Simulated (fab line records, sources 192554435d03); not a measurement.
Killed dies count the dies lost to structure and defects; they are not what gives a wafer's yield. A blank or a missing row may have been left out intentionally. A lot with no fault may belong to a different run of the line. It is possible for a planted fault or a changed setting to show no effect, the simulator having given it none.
Matching of chambers | flow n5 finfet | 4 sister chambers for N5_MIM_TOP_ALD_00 on ald hk-02
The step deposits Al2O3, purge time 3 s, co reactant pulse time 3 s. 4 wafers are shown with their chamber, then 8 later ones without.

## WAFERS WITH THEIR CHAMBER
wafer  | chamber | precursor pulse height rel
L083.6 | 1       | 1.010
L089.2 | 0       | 0.985
L089.4 | 2       | 0.969
L091.1 | 3       | 0.969

## WAFERS WITHOUT THEIR CHAMBER
wafer  | precursor pulse height rel
L091.2 | 0.998
L091.3 | 1.011
L091.4 | 1.039
L091.5 | 1.005
L091.6 | 0.975
L094.1 | 1.002
L094.3 | 1.002
L094.5 | 0.990

## WHICH CHAMBER EACH WENT THROUGH
wafer  | from the rows above               | in truth
L091.2 | can't be placed: 1 or 0 or 2 or 3 | 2
L091.3 | 1                                 | 1
L091.4 | 1                                 | 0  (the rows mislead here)
L091.5 | can't be placed: 1 or 0           | 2
L091.6 | can't be placed: 2 or 3 or 0      | 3
L094.1 | can't be placed: 1 or 0           | 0
L094.3 | can't be placed: 1 or 0           | 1
L094.5 | can't be placed: 0 or 1 or 2 or 3 | 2
Correct placement for 1 of the 8. From these rows, 6 cannot be placed; in 5 the true chamber is one of the candidates. Wrongly placed: 1.
How it was worked out, from the rows above alone: a wafer's distance from a chamber is the root of the sum, over the readings, of the square of ((its reading less the chamber's mean) divided by the reading's scatter). The wafer belongs to the nearest chamber; if the next one is less than 2 further off, it can't be placed. The mean given for a chamber averages the wafers shown for that chamber. The scatter (one wafer shown for each chamber): square how far every hidden wafer sits from the nearest shown wafer, average those squares and take the square root.
